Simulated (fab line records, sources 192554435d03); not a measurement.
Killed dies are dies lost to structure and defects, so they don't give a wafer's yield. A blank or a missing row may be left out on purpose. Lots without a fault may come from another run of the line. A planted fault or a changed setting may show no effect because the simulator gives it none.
Split-lot experiment | flow n5_finfet | 7 lots, 21 wafers read, on a route of 1938 steps

THE SPLIT
At N5_FIN_SAQP_PECVD_06 (deposits a-Si from SiH4/He, target thk 60 nm, time 48.1 s), the setting time_s was moved away from the recipe's 48.1 s on 4 of the 21 wafers read, by -14.0% to +14.9%. The other wafers ran this setting at the recipe's value.

FROM THE SPLIT TO THE READING: what the file shows between them, 6 steps
- N5_FIN_SAQP_THK_MEAS_07
- N5_FIN_SAQP_PEB_14: peb time 60 s (also split here: peb_time_s)
- N5_FIN_SAQP_DEVELOP_15: develop time 30 s
- N5_FIN_SAQP_CD_MEAS_16: target cd 35.6 nm
- N5_FIN_SAQP_HM_OPEN_73: chemistry CHF3/O2, target SiO2, stops on a-Si, target depth 12 nm, time 16.8 s
- N5_FIN_SAQP_STRIP_74: strips in CHF3/O2

THE READING
oes_product_au, in a.u., at N5_FIN_SAQP_MANDREL_ETCH_22 (etches a-Si in HBr/Cl2, stops on SiNx, target depth 60 nm, bt time 10 s, time 30 s). Fault-free wafers of this fab line usually give 0.767 a.u., standard deviation 0.012 a.u..

wafer  | tool, chamber at the split | time_s as run, s | against the recipe | oes_product_au, a.u. | against lot-mates on the recipe
L074.4 | pecvd-04, 1                | 48.1             | recipe             | 0.778                | -
L074.5 | pecvd-04, 1                | 48.1             | recipe             | 0.759                | -
L074.6 | pecvd-04, 0                | 42.08            | -12.5%             | 0.714                | -0.054
L076.2 | pecvd-02, 0                | 48.1             | recipe             | 0.783                | -
L076.3 | pecvd-02, 2                | 48.1             | recipe             | 0.754                | -
L076.6 | pecvd-02, 1                | 44.89            | -6.7%              | 0.742                | -0.026
L080.3 | pecvd-02, 1                | 48.1             | recipe             | 0.773                | -
L080.4 | pecvd-02, 1                | 48.1             | recipe             | 0.765                | -
L080.6 | pecvd-02, 2                | 48.1             | recipe             | 0.761                | -
L086.1 | pecvd-04, 1                | 48.1             | recipe             | 0.760                | -
L086.3 | pecvd-04, 2                | 48.1             | recipe             | 0.763                | -
L086.6 | pecvd-04, 1                | 48.1             | recipe             | 0.788                | -
L087.2 | pecvd-01, 1                | 55.25            | +14.9%             | 0.850                | +0.074
L087.5 | pecvd-01, 0                | 48.1             | recipe             | 0.782                | -
L087.6 | pecvd-01, 1                | 48.1             | recipe             | 0.770                | -
L089.4 | pecvd-04, 1                | 48.1             | recipe             | 0.778                | -
L089.5 | pecvd-04, 2                | 41.38            | -14.0%             | 0.711                | -0.064
L089.6 | pecvd-04, 0                | 48.1             | recipe             | 0.771                | -
L096.1 | pecvd-02, 0                | 48.1             | recipe             | 0.747                | -
L096.2 | pecvd-02, 1                | 48.1             | recipe             | 0.757                | -
L096.5 | pecvd-02, 0                | 48.1             | recipe             | 0.780                | -

THE FIT
A straight line over all 21 wafers: oes_product_au changes by +0.0047 a.u. for each +1% of time_s; r = +0.92; the points scatter about the line by 0.011 a.u..
The same after taking each lot's own level away (the mean of its wafers on the recipe; 21 wafers): +0.00463 a.u. for each +1%; r = +0.93; scatter 0.0099 a.u..
On that fit, the largest move of time_s shifts the reading by 0.069 a.u..
The lots' own levels span 0.7613 to 0.7760 a.u., that is 1.2 times the standard deviation above.
So the lot-to-lot level changes the slope little: the two slopes agree.
Check: with one of the wafers moved furthest among these (+14.9%) left out of the fit, the line predicts +0.0657 a.u. for it against its lot-mates. It came out at +0.074 a.u. against them.

OTHER SPLITS ON THESE WAFERS
These wafers also went through other splits before the reading. Each is held against what the fit with the lots' levels taken away leaves over:
other split on the same wafers        | wafers away from the commonest value | r with oes_product_au (lot level and that fit taken away)
N5_WELL_APT_EXPOSE_05 dose_mj         | 3                                    | -0.35
N5_WELL_APT_DEVELOP_07 develop_time_s | 7                                    | +0.18
N5_FIN_SAQP_PEB_14 peb_time_s         | 9                                    | -0.15

THE WHOLE CHAIN: every reading that the file lists as answering this split, in the file's order
step                        | what it does                                                                       | reading                                                                           | change (the file's fit)                  | r (the file's)
N5_FIN_SAQP_PECVD_06        | deposits a-Si from SiH4/He, target thk 60 nm, time 48.1 s                          | a-Si_of_FIN_SAQP_PECVD_06.thk_nm (the simulator's own value, which no gauge read) | +0.539 nm for each +1% of the setting    | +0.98
N5_FIN_SAQP_THK_MEAS_07     |                                                                                    | thk_nm                                                                            | withheld for each +1% of the setting     | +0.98
N5_FIN_SAQP_MANDREL_ETCH_22 | etches a-Si in HBr/Cl2, stops on SiNx, target depth 60 nm, bt time 10 s, time 30 s | oes_product_au                                                                    | +0.0046 a.u. for each +1% of the setting | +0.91
N5_FIN_SAQP_MANDREL_ETCH_22 | etches a-Si in HBr/Cl2, stops on SiNx, target depth 60 nm, bt time 10 s, time 30 s | etch.depth_nm (the simulator's own value, which no gauge read)                    | +0.539 nm for each +1% of the setting    | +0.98

THE FILE'S OWN FIT
oes_product_au changes by +0.0046 a.u. for each +1% of time_s, r = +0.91.
